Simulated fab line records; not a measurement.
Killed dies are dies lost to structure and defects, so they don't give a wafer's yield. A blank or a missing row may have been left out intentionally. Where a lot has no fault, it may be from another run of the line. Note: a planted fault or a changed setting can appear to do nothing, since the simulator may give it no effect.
fab line records | flow n5_finfet
[record] lots = 21 wafers = 63 last_day = 17
route steps=1938 shown FIN_CUT@167 STI_FIN_REVEAL@188 DUMMY_GATE@257 SD_EPI_N@275
lots that met no fault: from a run of the same line without faults
start_h: hours from the record's opening day to when the first of the lot's shown wafers began | wait_h: time in hours since the lot's previous step | " same as the row above | L1.1+2: a single row standing in for several wafers | - no value present, or no start provided | * or withheld: withheld | < > ~ a bound
route shown NAME@n: names a module that has steps shown in the file, with the first one's number in the route | usual: the fault-free wafers' mean and standard deviation | same: alike in all rows | chamber/n: place in a boat | sites: the reading at each site | _std_site: the standard deviation of these | _edge_site: inner sites' mean taken away from outer sites' mean | radius_mm: how far each site lies from the wafer's centre | mask NAME#n: copy n | behind: the most recent tool/chamber to have shaped the wafer | hold: what put the lot on hold/how long, in hours/how the hold closed | device: names the non-switching transistor (n, p or np) | end of line: the tests these same wafers got at the end of their route | a step without rows: its recipe alone | killed: the dies lost at the first sort to structure and to defects; this is not the yield of the wafer | map: the dies of a wafer, with x for killed, . for not killed, _ for no die there
set.NAME: the setting the step ran with; set.NAME@STEP: the setting that earlier step ran with | model.NAME: the simulator's own value behind a step, which no gauge read
route steps across a sampled set of lots; one table per step, one row per wafer
services: a tool's chamber out of use, with start hour (start_h, from the record's first day; less than 0 if before it), hours out, and reason
[[steps]]
[step N5_FIN_CUT_ETCH_30]
[recipe] chemistry = N2/H2 target = underlayer target_depth_a = 130 mask_material = CAR-EUV time_s = 10.4 ion_energy_ev = 200 pressure_mtorr = 30 source_w = 840 bias_w = 150 n2_flow_sccm = 200 h2_flow_sccm = 200 ends = cleared
[usual] drypump_motor_current_A = 5.9/0.37 etch_rf_on_time_s = 10.39/0.28 oes_product_au = 0.64/0.038 rf_vpp_V = 522.9/2.6 showerhead_plenum_p_Torr = 2.50/0.084 throttle_valve_pct = 17.98/0.25
// columns lot.wafer tool chamber start_h wait_h drypump_motor_current_A etch_rf_on_time_s oes_product_au rf_hours_counter_h rf_vpp_V showerhead_plenum_p_Torr throttle_valve_pct
L074.1 rie_diel-05 1 28.52 0.0 6.0 10.25 0.66 132 526.2 2.54 17.57
L074.2 " 0 " " 6.4 10.32 0.63 201 520.2 2.43 18.39
L074.3 " 3 " " 6.2 10.39 0.62 165 526.4 2.66 18.02
L075.2 rie_diel-06 1 33.84 0.0 5.2 10.47 0.63 186 523.8 2.52 17.61
L075.5 " 2 " " 5.7 10.00 0.73 - 518.6 2.37 17.94
L075.6 " 3 " " 6.2 10.45 0.66 - 524.4 2.55 18.23
L076.3 rie_diel-01 3 43.01 0.0 5.7 10.19 0.64 151 527.3 2.64 17.96
L076.4 " 0 " " 6.2 10.48 0.63 - 520.5 2.43 18.01
L076.5 " 1 " " 6.1 10.87 0.63 - 523.3 2.52 17.98
L077.3 rie_diel-01 3 44.90 0.0 5.6 10.26 0.64 152 525.8 2.64 17.95
L077.5 " 0 " " 6.2 10.49 0.64 - 522.2 2.43 18.00
L077.6 " 3 " " 5.7 10.29 0.63 - 528.1 2.64 17.97
L078.2 rie_diel-05 0 50.65 0.0 6.4 10.25 0.63 208 520.3 2.43 18.42
L078.3 " 2 " " 6.2 10.10 0.62 190 520.4 2.41 17.41
L078.4 " 1 " " 6.0 9.99 0.66 138 523.0 2.54 17.58
L079.1 rie_diel-01 3 58.22 0.0 5.6 10.38 0.64 156 527.5 2.64 17.98
L079.3 " 1 " " 6.1 10.95 0.63 173 523.2 2.52 17.98
L079.4 " 2 " " 5.3 10.10 0.61 231 522.2 2.50 18.06
L080.2 rie_diel-01 0 64.00 0.0 6.2 10.45 0.63 172 520.3 2.42 18.03
L080.4 " 3 " " 5.6 10.25 0.63 159 527.1 2.64 17.98
L080.6 " 2 " " 5.2 10.03 0.62 - 521.8 2.50 18.06
L081.2 rie_diel-06 2 70.05 0.0 5.6 9.89 0.72 109 519.2 2.36 17.95
L081.5 " 0 " " 5.7 10.61 0.67 - 524.4 2.56 18.11
L081.6 " 3 " " 6.2 10.40 0.66 - 524.7 2.55 18.26
L082.1 rie_diel-05 0 76.62 0.0 6.4 10.40 0.61 215 520.7 2.42 18.43
L082.4 " 3 " " 6.2 10.22 0.62 178 526.4 2.65 18.02
L082.5 " 2 " " 6.2 10.25 0.61 - 521.8 2.41 17.43
L083.1 rie_diel-06 3 87.65 0.0 6.2 10.43 0.65 132 525.1 2.55 18.26
L083.4 " 0 " " 5.7 10.52 0.66 134 523.7 2.56 18.12
L083.6 " 2 " " 5.7 9.88 0.72 - 519.9 2.36 17.97
L084.1 rie_diel-01 0 88.09 0.0 6.2 10.44 0.63 180 517.6 2.42 18.06
L084.3 " 1 " " 6.1 10.75 0.63 182 523.3 2.51 17.99
L084.4 " 2 " " 5.2 10.05 0.60 - 523.2 2.49 18.06
L086.1 rie_diel-01 2 99.39 0.0 5.2 10.20 0.60 242 522.5 2.49 18.06
L086.2 " 0 " " 6.2 10.50 0.63 183 518.8 2.42 18.02
L086.4 " 3 " " 5.6 10.26 0.63 166 526.2 2.63 17.99
L087.1 rie_diel-06 2 105.99 0.0 5.6 10.04 0.70 121 518.3 2.36 17.97
L087.3 " 3 " " 6.2 10.51 0.64 137 524.1 2.55 18.29
L087.6 " 3 " " 6.2 10.42 0.66 - 524.4 2.55 18.29
L088.1 rie_diel-06 0 115.38 0.0 5.7 10.79 0.65 143 522.2 2.56 18.15
L088.2 " 3 " " 6.2 10.64 0.63 142 524.2 2.54 18.28
L088.4 " 1 " " 5.2 10.51 0.61 209 523.0 2.51 17.66
L089.1 rie_diel-06 3 117.13 0.0 6.2 10.28 0.65 142 524.7 2.54 18.30
L089.2 " 2 " " 5.6 9.86 0.70 125 519.1 2.36 18.00
L089.4 " 1 " " 5.2 10.30 0.61 209 523.2 2.51 17.66
L090.3 rie_diel-05 3 124.94 0.0 6.2 10.28 0.61 193 526.6 2.65 18.06
L090.4 " 0 " " 6.4 10.30 0.61 230 519.6 2.42 18.45
L090.6 " 3 " " 6.2 10.36 0.61 - 526.5 2.64 18.05
L091.2 rie_diel-01 3 129.67 0.0 5.6 10.41 0.62 176 527.0 2.63 18.02
L091.3 " 0 " " 6.2 10.63 0.61 195 520.7 2.41 18.05
L091.5 " 1 " " 6.1 11.01 0.60 - 523.4 2.51 18.02
L092.2 rie_diel-05 3 138.10 0.0 6.1 10.21 0.60 197 526.3 2.64 18.07
L092.3 " 2 " " 6.2 10.16 0.61 215 519.6 2.40 17.44
L092.4 " 1 " " 6.1 9.99 0.64 163 524.0 2.53 17.63
L095.3 rie_diel-06 1 153.91 0.0 5.2 10.41 0.62 218 522.4 2.51 17.66
L095.4 " 2 " " 5.7 10.07 0.69 134 517.0 2.35 18.00
L095.5 " 2 " " 5.7 9.98 0.69 - 518.9 2.35 18.00
L096.3 rie_diel-01 0 159.39 0.0 6.2 10.57 0.60 204 521.7 2.41 18.07
L096.5 " 2 " " 5.2 9.97 0.81 - 521.2 2.49 17.68
L096.6 " 1 " " 6.1 10.96 0.61 - 523.6 2.50 18.05
L097.1 rie_diel-01 1 164.82 0.0 6.1 10.88 0.61 208 523.6 2.50 18.05
L097.3 " 2 " " 5.2 10.02 0.81 8 522.5 2.49 17.71
L097.5 " 1 " " 6.1 10.96 0.61 - 524.5 2.50 18.04
[step N5_FIN_CUT_CUT_ETCH_27]
[recipe] chemistry = CHF3/O2 target = SiO2 target_depth_a = 40 mask_material = SOC overetch_a = 20 time_s = 4.9 pressure_mtorr = 30 source_w = 650 bias_w = 170 Ar_flow_sccm = 200 CHF3_flow_sccm = 50 O2_flow_sccm = 5 ion_energy_ev = 200
[usual] drypump_motor_current_A = 5.9/0.38 oes_f_703_au = 0.75/0.047 oes_product_au = 0.59/0.032 rf_vpp_V = 523/6.7 showerhead_plenum_p_Torr = 2.38/0.08 throttle_valve_pct = 18.95/0.21
// columns lot.wafer tool chamber start_h wait_h drypump_motor_current_A oes_f_703_au oes_product_au rf_hours_counter_h rf_vpp_V showerhead_plenum_p_Torr throttle_valve_pct
L074.1 rie_diel-05 1 28.97 0.0 6.0 0.80 0.61 133 520 2.42 18.62
L074.2 " 0 " " 6.4 0.74 0.57 202 513 2.29 19.28
L074.3 " 3 " " 6.1 0.74 0.57 165 540 2.51 18.96
L075.2 rie_diel-06 1 34.29 0.0 5.2 0.75 0.59 186 519 2.39 18.59
L075.5 " 2 " " 5.7 0.85 0.65 - 518 2.24 18.91
L075.6 " 3 " " 6.2 0.78 0.62 - 523 2.42 19.15
L076.3 rie_diel-01 3 43.46 0.0 5.6 0.78 0.59 152 521 2.52 19.04
L076.4 " 0 " " 6.2 0.73 0.60 - 523 2.31 18.90
L076.5 " 1 " " 6.1 0.73 0.60 - 524 2.40 19.01
L077.3 rie_diel-01 3 45.35 0.0 5.6 0.78 0.60 153 521 2.52 19.05
L077.5 " 0 " " 6.2 0.72 0.59 - 523 2.31 18.91
L077.6 " 3 " " 5.6 0.78 0.58 - 522 2.52 19.05
L078.2 rie_diel-05 0 51.10 0.0 6.4 0.74 0.58 208 515 2.28 19.32
L078.3 " 2 " " 6.2 0.73 0.57 190 532 2.30 18.55
L078.4 " 1 " " 6.0 0.79 0.60 138 519 2.42 18.62
L079.1 rie_diel-01 3 58.67 0.0 5.6 0.78 0.59 157 522 2.52 19.06
L079.3 " 1 " " 6.1 0.74 0.59 173 525 2.40 19.01
L079.4 " 2 " " 5.2 0.73 0.55 231 530 2.37 19.02
L080.2 rie_diel-01 0 64.45 0.0 6.2 0.73 0.59 172 523 2.31 18.91
L080.4 " 3 " " 5.6 0.77 0.59 159 521 2.52 19.06
L080.6 " 2 " " 5.2 0.73 0.56 - 529 2.37 19.01
L081.2 rie_diel-06 2 70.50 0.0 5.6 0.84 0.64 109 517 2.24 18.93
L081.5 " 0 " " 5.7 0.78 0.61 - 516 2.43 18.97
L081.6 " 3 " " 6.2 0.77 0.61 - 524 2.41 19.17
L082.1 rie_diel-05 0 77.07 0.0 6.4 0.73 0.57 215 515 2.28 19.32
L082.4 " 3 " " 6.1 0.74 0.57 179 541 2.50 18.97
L082.5 " 2 " " 6.2 0.72 0.56 - 533 2.30 18.57
L083.1 rie_diel-06 3 88.09 0.0 6.2 0.77 0.60 132 523 2.41 19.19
L083.4 " 0 " " 5.6 0.77 0.61 134 516 2.43 18.97
L083.6 " 2 " " 5.6 0.83 0.64 - 515 2.24 18.92
L084.1 rie_diel-01 0 88.54 0.0 6.2 0.72 0.58 180 524 2.31 18.94
L084.3 " 1 " " 6.1 0.72 0.59 183 525 2.39 19.02
L084.4 " 2 " " 5.2 0.72 0.55 - 531 2.37 19.02
L086.1 rie_diel-01 2 99.83 0.0 5.2 0.72 0.55 243 530 2.37 19.02
L086.2 " 0 " " 6.2 0.72 0.58 183 525 2.31 18.93
L086.4 " 3 " " 5.7 0.77 0.58 166 522 2.52 19.06
L087.1 rie_diel-06 2 106.44 0.0 5.6 0.83 0.64 121 516 2.23 18.94
L087.3 " 3 " " 6.2 0.76 0.60 138 523 2.41 19.20
L087.6 " 3 " " 6.2 0.76 0.61 - 522 2.41 19.19
L088.1 rie_diel-06 0 115.82 0.0 5.7 0.77 0.61 143 516 2.42 18.99
L088.2 " 3 " " 6.2 0.75 0.60 142 524 2.41 19.18
L088.4 " 1 " " 5.2 0.73 0.58 209 519 2.38 18.62
L089.1 rie_diel-06 3 117.58 0.0 6.2 0.75 0.59 143 523 2.41 19.21
L089.2 " 2 " " 5.6 0.82 0.63 125 517 2.23 18.95
L089.4 " 1 " " 5.2 0.73 0.57 210 519 2.38 18.62
L090.3 rie_diel-05 3 125.39 0.0 6.1 0.72 0.56 193 540 2.50 19.00
L090.4 " 0 " " 6.4 0.72 0.56 230 515 2.28 19.34
L090.6 " 3 " " 6.2 0.73 0.57 - 539 2.49 19.02
L091.2 rie_diel-01 3 130.12 0.0 5.6 0.75 0.58 177 522 2.51 19.10
L091.3 " 0 " " 6.2 0.71 0.57 196 523 2.30 18.95
L091.5 " 1 " " 6.1 0.71 0.57 - 523 2.39 19.05
L092.2 rie_diel-05 3 138.55 0.0 6.2 0.72 0.56 198 539 2.49 19.01
L092.3 " 2 " " 6.2 0.71 0.55 215 533 2.29 18.58
L092.4 " 1 " " 6.0 0.77 0.59 163 518 2.41 18.65
L095.3 rie_diel-06 1 154.36 0.0 5.2 0.73 0.56 218 518 2.37 18.63
L095.4 " 2 " " 5.6 0.82 0.62 134 518 2.23 18.97
L095.5 " 2 " " 5.7 0.82 0.62 - 517 2.23 18.95
L096.3 rie_diel-01 0 159.83 0.0 6.2 0.70 0.57 205 523 2.30 18.97
L096.5 " 2 " " 5.2 0.96 0.73 - 529 2.36 18.66
L096.6 " 1 " " 6.1 0.70 0.57 - 523 2.38 19.06
L097.1 rie_diel-01 1 165.26 0.0 6.1 0.70 0.58 208 524 2.38 19.07
L097.3 " 2 " " 5.2 0.96 0.75 9 529 2.36 18.65
L097.5 " 1 " " 6.1 0.71 0.57 - 524 2.38 19.07
[step N5_STI_FIN_REVEAL_THK_MEAS_05]
[usual] thk_nm = 131.4/1.2
// columns lot.wafer tool chamber start_h wait_h thk_nm
L074.1 film_metro-01 - 34.91 - 129.5
L074.2 " - " " 130.0
L074.3 " - " " 131.4
L075.2 film_metro-01 - 40.15 - 129.2
L075.5 " - " " 129.2
L075.6 " - " " 129.8
L076.3 film_metro-02 - 49.33 - 131.2
L076.4 " - " " 131.3
L076.5 " - " " 131.1
L077.3 film_metro-02 - 51.57 - 132.5
L077.5 " - " " 131.0
L077.6 " - " " 131.3
L078.2 film_metro-02 - 56.95 - 132.1
L078.3 " - " " 131.9
L078.4 " - " " 131.7
L079.1 film_metro-01 - 65.42 - 131.8
L079.3 " - " " 130.4
L079.4 " - " " 130.0
L080.2 film_metro-01 - 70.30 - 129.8
L080.4 " - " " 130.0
L080.6 " - " " 130.2
L081.2 film_metro-01 - 77.09 - 132.0
L081.5 " - " " 132.6
L081.6 " - " " 132.3
L082.1 film_metro-01 - 82.93 - 131.7
L082.4 " - " " 132.7
L082.5 " - " " 132.4
L083.1 film_metro-02 - 96.19 - 131.5
L083.4 " - " " 132.0
L083.6 " - " " 130.6
L084.1 film_metro-01 - 96.46 - 130.2
L084.3 " - " " 130.5
L084.4 " - " " 129.2
L086.1 film_metro-01 - 105.73 - 132.6
L086.2 " - " " 132.7
L086.4 " - " " 131.9
L087.1 film_metro-01 - 112.33 - 130.0
L087.3 " - " " 131.1
L087.6 " - " " 131.2
L088.1 film_metro-01 - 121.75 - 132.1
L088.2 " - " " 131.0
L088.4 " - " " 132.0
L089.1 film_metro-02 - 123.56 - 132.0
L089.2 " - " " 131.8
L089.4 " - " " 131.7
L090.3 film_metro-02 - 131.72 - 130.5
L090.4 " - " " 129.4
L090.6 " - " " 132.2
L091.2 film_metro-02 - 137.24 - 131.8
L091.3 " - " " 133.3
L091.5 " - " " 132.8
L092.2 film_metro-02 - 144.42 - 129.4
L092.3 " - " " 131.5
L092.4 " - " " 130.6
L095.3 film_metro-01 - 160.25 - 131.5
L095.4 " - " " 132.4
L095.5 " - " " 134.1
L096.3 film_metro-02 - 165.71 - 131.2
L096.5 " - " " 132.2
L096.6 " - " " 130.6
L097.1 film_metro-01 - 172.20 - 132.5
L097.3 " - " " 131.1
L097.5 " - " " 132.6
[step N5_STI_FIN_REVEAL_ETCHBACK_08]
[recipe] chemistry = C4F6/O2 target = SiO2 target_depth_a = 305 time_s = 10.167 ion_energy_ev = 250 pressure_mtorr = 30 source_w = 345 bias_w = 185 Ar_flow_sccm = 300 C4F6_flow_sccm = 10 O2_flow_sccm = 10
[usual] drypump_motor_current_A = 5.8/0.42 oes_f_703_au = 0.78/0.083 oes_product_au = 0.77/0.094 rf_vpp_V = 667/17 showerhead_plenum_p_Torr = 2.85/0.096 throttle_valve_pct = 21.17/0.2
// columns lot.wafer tool chamber start_h wait_h drypump_motor_current_A oes_f_703_au oes_product_au rf_hours_counter_h rf_vpp_V showerhead_plenum_p_Torr throttle_valve_pct
L074.1 rie_diel-04 1 35.15 0.2 5.7 0.78 0.79 128 673 2.99 21.06
L074.2 " 2 " " 6.3 0.74 0.74 197 664 2.85 21.36
L074.3 " 0 " " 5.5 0.69 0.70 234 669 2.72 21.22
L075.2 rie_diel-02 2 40.61 0.2 5.9 0.81 0.79 116 642 2.76 21.13
L075.5 " 2 " " 5.9 0.81 0.78 - 642 2.76 21.15
L075.6 " 3 " " 6.3 0.70 0.74 - 687 2.96 20.85
L076.3 rie_diel-03 2 49.89 0.4 4.8 0.73 0.71 218 674 2.83 21.42
L076.4 " 3 " " 6.1 0.91 0.95 5 689 2.90 20.97
L076.5 " 1 " " 6.2 0.71 0.69 - 661 2.95 21.49
L077.3 rie_diel-04 0 51.99 0.1 5.5 0.69 0.70 241 669 2.72 21.22
L077.5 " 2 " " 6.3 0.73 0.72 - 664 2.84 21.36
L077.6 " 3 " " 5.5 0.92 0.91 - 637 2.78 20.86
L078.2 rie_diel-03 0 57.43 0.2 5.7 0.69 0.68 234 678 2.83 21.35
L078.3 " 1 " " 6.3 0.71 0.70 232 661 2.95 21.50
L078.4 " 2 " " 4.8 0.74 0.71 221 673 2.83 21.41
L079.1 rie_diel-02 1 65.66 0.2 5.6 0.75 0.71 191 651 2.71 21.10
L079.3 " 3 " " 6.3 0.70 0.73 166 686 2.96 20.88
L079.4 " 0 " " 5.9 0.94 0.96 15 684 2.91 20.99
L080.2 rie_diel-03 0 70.54 0.2 5.8 0.69 0.67 234 676 2.83 21.37
L080.4 " 2 " " 4.8 0.73 0.71 226 672 2.83 21.43
L080.6 " 0 " " 5.8 0.69 0.68 - 679 2.83 21.37
L081.2 rie_diel-04 2 77.33 0.2 6.2 0.72 0.73 207 664 2.84 21.37
L081.5 " 3 " " 5.5 0.91 0.90 - 636 2.78 20.90
L081.6 " 1 " " 5.7 0.76 0.77 - 673 2.98 21.07
L082.1 rie_diel-04 1 83.17 0.2 5.7 0.76 0.77 147 672 2.98 21.07
L082.4 " 3 " " 5.5 0.90 0.88 - 636 2.78 20.87
L082.5 " 2 " " 6.3 0.72 0.73 - 664 2.84 21.38
L083.1 rie_diel-03 1 96.43 0.2 6.3 0.69 0.69 247 660 2.94 21.53
L083.4 " 2 " " 4.8 0.73 0.71 237 671 2.82 21.43
L083.6 " 0 " " 5.7 0.69 0.67 - 678 2.82 21.37
L084.1 rie_diel-03 2 96.88 0.2 4.8 0.72 0.71 237 672 2.82 21.45
L084.3 " 1 " " 6.3 0.70 0.69 248 662 2.94 21.53
L084.4 " 3 " " 6.1 0.87 0.92 23 688 2.89 21.03
L086.1 rie_diel-04 2 106.01 0.2 6.3 0.72 0.71 218 665 2.84 21.38
L086.2 " 1 " " 5.7 0.76 0.77 155 672 2.98 21.09
L086.4 " 0 " " 5.5 0.94 0.97 4 681 3.06 20.97
L087.1 rie_diel-02 1 112.59 0.2 5.6 0.74 0.69 211 653 2.70 21.12
L087.3 " 0 " " 5.9 0.90 0.94 26 685 2.90 21.01
L087.6 " 3 " " 6.3 0.69 0.73 - 686 2.95 20.88
L088.1 rie_diel-04 3 121.99 0.2 5.5 0.88 0.85 45 637 2.77 20.88
L088.2 " 2 " " 6.3 0.71 0.71 223 664 2.84 21.36
L088.4 " 1 " " 5.7 0.75 0.76 161 673 2.97 21.09
L089.1 rie_diel-02 0 124.01 0.3 5.9 0.90 0.93 31 684 2.90 21.01
L089.2 " 2 " " 5.9 0.78 0.75 149 641 2.75 21.19
L089.4 " 1 " " 5.6 0.73 0.70 - 652 2.70 21.14
L090.3 rie_diel-02 1 132.10 0.3 5.6 0.73 0.70 220 650 2.69 21.14
L090.4 " 0 " " 6.0 0.89 0.91 35 685 2.90 21.03
L090.6 " 2 " " 5.9 0.77 0.75 - 640 2.74 21.19
L091.2 rie_diel-03 2 137.60 0.2 4.8 0.71 0.69 258 670 2.81 21.48
L091.3 " 0 " " 5.7 0.67 0.66 264 676 2.81 21.40
L091.5 " 0 " " 5.8 0.67 0.66 - 678 2.81 21.39
L092.2 rie_diel-02 3 144.70 0.2 6.3 0.68 0.71 188 687 2.95 20.91
L092.3 " 0 " " 5.9 0.89 0.90 41 683 2.89 21.02
L092.4 " 2 " " 5.9 0.76 0.75 158 641 2.74 21.20
L095.3 rie_diel-02 2 160.52 0.1 5.9 0.76 0.75 163 642 2.74 21.21
L095.4 " 1 " " 5.6 0.72 0.68 231 652 2.69 21.16
L095.5 " 0 " " 5.9 0.88 0.90 - 686 2.89 21.04
L096.3 rie_diel-04 3 166.02 0.2 5.5 0.87 0.84 54 637 2.77 20.91
L096.5 " 0 " " 5.6 0.90 0.92 - 680 3.05 20.98
L096.6 " 1 " " 5.7 0.75 0.75 - 672 2.97 21.10
L097.1 rie_diel-02 0 172.44 0.2 5.9 0.87 0.89 50 685 2.89 21.03
L097.3 " 2 " " 5.9 0.76 0.75 167 640 2.74 21.22
L097.5 " 1 " " 5.6 0.72 0.68 - 651 2.69 21.17
[step N5_DUMMY_GATE_INSPECT_27]
[recipe] inspect_instrument = brightfield mode = aei
[usual] raw_defect_count = 285/69
// columns lot.wafer tool chamber start_h wait_h raw_defect_count
L074.1 defect_inspect-01 - 48.09 0.0 209
L074.2 " - " " 276
L074.3 " - " " 224
L075.2 defect_inspect-01 - 53.63 0.0 250
L075.5 " - " " 334
L075.6 " - " " 337
L076.3 defect_inspect-01 - 63.03 0.0 123
L076.4 " - " " 223
L076.5 " - " " 277
L077.3 defect_inspect-02 - 65.16 0.0 271
L077.5 " - " " 202
L077.6 " - " " 211
L078.2 defect_inspect-02 - 70.82 0.0 394
L078.3 " - " " 403
L078.4 " - " " 306
L079.1 defect_inspect-01 - 78.65 0.0 239
L079.3 " - " " 239
L079.4 " - " " 184
L080.2 defect_inspect-01 - 85.77 0.0 252
L080.4 " - " " 177
L080.6 " - " " 211
L081.2 defect_inspect-01 - 90.29 0.0 290
L081.5 " - " " 445
L081.6 " - " " 258
L082.1 defect_inspect-02 - 97.11 0.0 449
L082.4 " - " " 380
L082.5 " - " " 296
L083.1 defect_inspect-01 - 109.49 0.0 241
L083.4 " - " " 219
L083.6 " - " " 188
L084.1 defect_inspect-02 - 113.46 0.0 343
L084.3 " - " " 204
L084.4 " - " " 235
L086.1 defect_inspect-01 - 121.35 0.0 339
L086.2 " - " " 255
L086.4 " - " " 297
L087.1 defect_inspect-01 - 126.42 0.0 229
L087.3 " - " " 229
L087.6 " - " " 159
L088.1 defect_inspect-02 - 135.16 0.0 215
L088.2 " - " " 325
L088.4 " - " " 277
L089.1 defect_inspect-02 - 137.20 0.0 295
L089.2 " - " " 371
L089.4 " - " " 424
L090.3 defect_inspect-02 - 149.21 0.0 329
L090.4 " - " " 307
L090.6 " - " " 244
L091.2 defect_inspect-01 - 150.75 0.0 263
L091.3 " - " " 325
L091.5 " - " " 304
L092.2 defect_inspect-02 - 160.05 0.0 324
L092.3 " - " " 234
L092.4 " - " " 418
L095.3 defect_inspect-02 - 175.55 0.0 209
L095.4 " - " " 246
L095.5 " - " " 265
L096.3 defect_inspect-02 - 179.78 0.0 308
L096.5 " - " " 264
L096.6 " - " " 337
L097.1 defect_inspect-01 - 185.59 0.0 289
L097.3 " - " " 375
L097.5 " - " " 248
[step N5_SD_EPI_N_ETCH_35]
[recipe] chemistry = N2/H2 target = SOC overetch_a = 1080 mask_material = SiARC temp_c = 40 ion_energy_ev = 100 source_w = 3000 bias_w = 133 pressure_mtorr = 20 time_s = 486 n2_flow_sccm = 200 h2_flow_sccm = 200
[usual] drypump_motor_current_A = 5.8/0.42 oes_product_au = 0.71/0.083 rf_vpp_V = 240.7/1.4 showerhead_plenum_p_Torr = 2.54/0.084 temp_c = 40.00/0.11 throttle_valve_pct = 23.76/0.24
// columns lot.wafer tool chamber start_h wait_h drypump_motor_current_A oes_product_au rf_hours_counter_h rf_vpp_V showerhead_plenum_p_Torr temp_c throttle_valve_pct
L074.1 rie_diel-03 0 49.31 0.0 5.8 0.63 231 241.6 2.51 40.09 24.26
L074.2 " 1 " " 6.3 0.64 229 241.4 2.62 40.15 24.08
L074.3 " 2 " " 4.8 0.64 218 241.9 2.50 39.98 23.78
L075.2 rie_diel-04 2 54.69 0.0 6.3 0.65 204 239.8 2.52 40.18 23.86
L075.5 " 3 " " 5.6 0.80 - 240.0 2.48 39.86 23.64
L075.6 " 0 " " 5.6 0.63 - 239.2 2.38 40.22 23.41
L076.3 rie_diel-02 3 64.38 0.0 6.3 0.66 166 241.1 2.65 39.96 23.49
L076.4 " 2 " " 5.9 0.70 124 238.7 2.46 39.89 23.96
L076.5 " 3 " " 6.3 0.66 - 240.4 2.65 40.02 23.50
L077.3 rie_diel-04 3 66.63 0.0 5.6 0.79 23 238.2 2.48 39.97 23.67
L077.5 " 1 " " 5.7 0.70 - 241.2 2.65 40.25 23.81
L077.6 " 0 " " 5.5 0.62 - 239.2 2.38 40.00 23.41
L078.2 rie_diel-03 0 72.04 0.0 5.8 0.63 235 238.9 2.50 40.03 24.26
L078.3 " 3 " " 6.1 0.82 14 241.4 2.59 40.05 23.62
L078.4 " 2 " " 4.8 0.65 227 241.8 2.50 39.92 23.79
L079.1 rie_diel-02 2 79.83 0.0 5.9 0.69 130 239.0 2.46 40.13 23.97
L079.3 " 0 " " 5.9 0.83 20 242.9 2.58 40.24 23.72
L079.4 " 1 " " 5.6 0.64 197 239.6 2.41 40.02 23.49
L080.2 rie_diel-02 1 87.70 0.0 5.6 0.63 199 239.7 2.41 40.10 23.50
L080.4 " 0 " " 5.9 0.83 21 241.2 2.58 40.01 23.72
L080.6 " 1 " " 5.6 0.64 - 240.7 2.41 40.14 23.50
L081.2 rie_diel-02 3 92.31 0.0 6.3 0.66 174 241.8 2.64 40.01 23.50
L081.5 " 1 " " 5.6 0.63 - 237.9 2.41 40.00 23.49
L081.6 " 3 " " 6.3 0.66 - 240.8 2.64 40.07 23.50
L082.1 rie_diel-02 1 98.17 0.0 5.6 0.63 203 238.1 2.41 39.93 23.50
L082.4 " 1 " " 5.6 0.63 - 238.0 2.41 39.87 23.51
L082.5 " 3 " " 6.3 0.65 - 242.9 2.64 40.14 23.50
L083.1 rie_diel-04 0 110.67 0.0 5.6 0.85 6 244.2 2.69 39.89 23.29
L083.4 " 1 " " 5.7 0.69 156 241.9 2.64 39.86 23.83
L083.6 " 3 " " 5.5 0.76 - 240.3 2.47 39.93 23.69
L084.1 rie_diel-02 0 114.64 0.0 5.9 0.82 27 241.8 2.58 39.95 23.73
L084.3 " 2 " " 5.9 0.68 144 239.7 2.45 40.03 23.99
L084.4 " 3 " " 6.3 0.66 179 242.5 2.64 40.07 23.52
L086.1 rie_diel-03 2 123.09 0.0 4.8 0.63 250 240.9 2.49 39.98 23.84
L086.2 " 3 " " 6.1 0.79 36 240.8 2.58 40.00 23.65
L086.4 " 3 " " 6.1 0.79 - 240.9 2.58 39.99 23.66
L087.1 rie_diel-03 0 129.52 0.0 5.8 0.61 260 239.0 2.49 39.69 24.29
L087.3 " 3 " " 6.1 0.78 40 242.6 2.58 39.99 23.65
L087.6 " 0 " " 5.8 0.61 - 241.1 2.49 39.75 24.28
L088.1 rie_diel-03 2 136.54 0.0 4.8 0.62 258 239.6 2.49 39.89 23.82
L088.2 " 3 " " 6.1 0.78 44 242.6 2.58 40.06 23.67
L088.4 " 3 " " 6.1 0.78 - 239.9 2.58 40.16 23.66
L089.1 rie_diel-03 2 138.38 0.0 4.8 0.62 259 241.4 2.49 39.96 23.82
L089.2 " 0 " " 5.8 0.60 265 239.2 2.49 40.06 24.30
L089.4 " 0 " " 5.8 0.60 - 239.4 2.49 40.12 24.28
L090.3 rie_diel-04 3 151.11 0.0 5.5 0.76 51 239.2 2.47 39.90 23.69
L090.4 " 1 " " 5.7 0.68 167 240.8 2.64 40.06 23.87
L090.6 " 0 " " 5.5 0.82 - 242.0 2.69 40.16 23.30
L091.2 rie_diel-03 2 151.94 0.0 4.8 0.61 265 239.7 2.48 39.93 23.82
L091.3 " 3 " " 6.1 0.77 51 240.2 2.58 40.09 23.69
L091.5 " 1 " " 6.3 0.84 - 242.1 2.61 40.20 23.95
L092.2 rie_diel-03 1 161.11 0.0 6.3 0.83 10 239.8 2.61 39.90 23.95
L092.3 " 3 " " 6.1 0.76 55 242.6 2.57 40.10 23.69
L092.4 " 1 " " 6.2 0.83 - 240.7 2.61 39.80 23.95
L095.3 rie_diel-04 0 177.08 0.0 5.6 0.81 23 242.9 2.69 40.02 23.32
L095.4 " 1 " " 5.7 0.67 176 240.7 2.63 40.11 23.84
L095.5 " 1 " " 5.7 0.67 - 241.9 2.63 39.90 23.85
L096.3 rie_diel-03 3 180.96 0.0 6.1 0.75 64 241.5 2.57 39.97 23.68
L096.5 " 0 " " 5.8 0.85 - 239.6 2.49 39.91 23.97
L096.6 " 3 " " 6.1 0.75 - 241.5 2.57 40.19 23.69
L097.1 rie_diel-03 3 188.05 0.0 6.1 0.75 66 241.8 2.57 39.95 23.71
L097.3 " 0 " " 5.8 0.83 8 239.9 2.49 39.96 23.97
L097.5 " 0 " " 5.7 0.84 - 240.2 2.49 39.92 23.99
[[services]]
// columns tool chamber start_h hours kind
rie_diel-03 3 15.72 - clean
rie_diel-03 3 15.72 - consumable_replace:focus_ring
rie_diel-03 3 15.72 13.9 scheduled_down
rie_diel-03 3 15.72 13.9 vent_cycle
rie_diel-01 2 24.60 22.8 repair
rie_diel-02 - 34.89 0.7 repair
rie_diel-06 3 38.09 5.0 repair
rie_diel-02 1 56.93 4.6 repair
rie_diel-03 0 57.56 11.0 repair
rie_diel-04 2 58.03 14.0 repair
rie_diel-01 2 59.15 2.7 repair
rie_diel-06 - 75.90 0.5 repair
rie_diel-01 3 83.26 8.8 repair
rie_diel-02 0 91.45 11.1 repair
rie_diel-02 3 99.64 9.0 repair
rie_diel-06 0 101.16 4.5 repair
rie_diel-03 1 103.52 - clean
rie_diel-02 3 117.67 8.6 repair
rie_diel-01 2 121.22 - clean
rie_diel-01 2 121.22 - consumable_replace:focus_ring
rie_diel-01 2 121.22 12.1 scheduled_down
rie_diel-01 2 121.22 12.1 vent_cycle
rie_diel-04 - 122.84 15.6 pm
rie_diel-01 3 123.80 3.1 repair
[[key]]
fault none
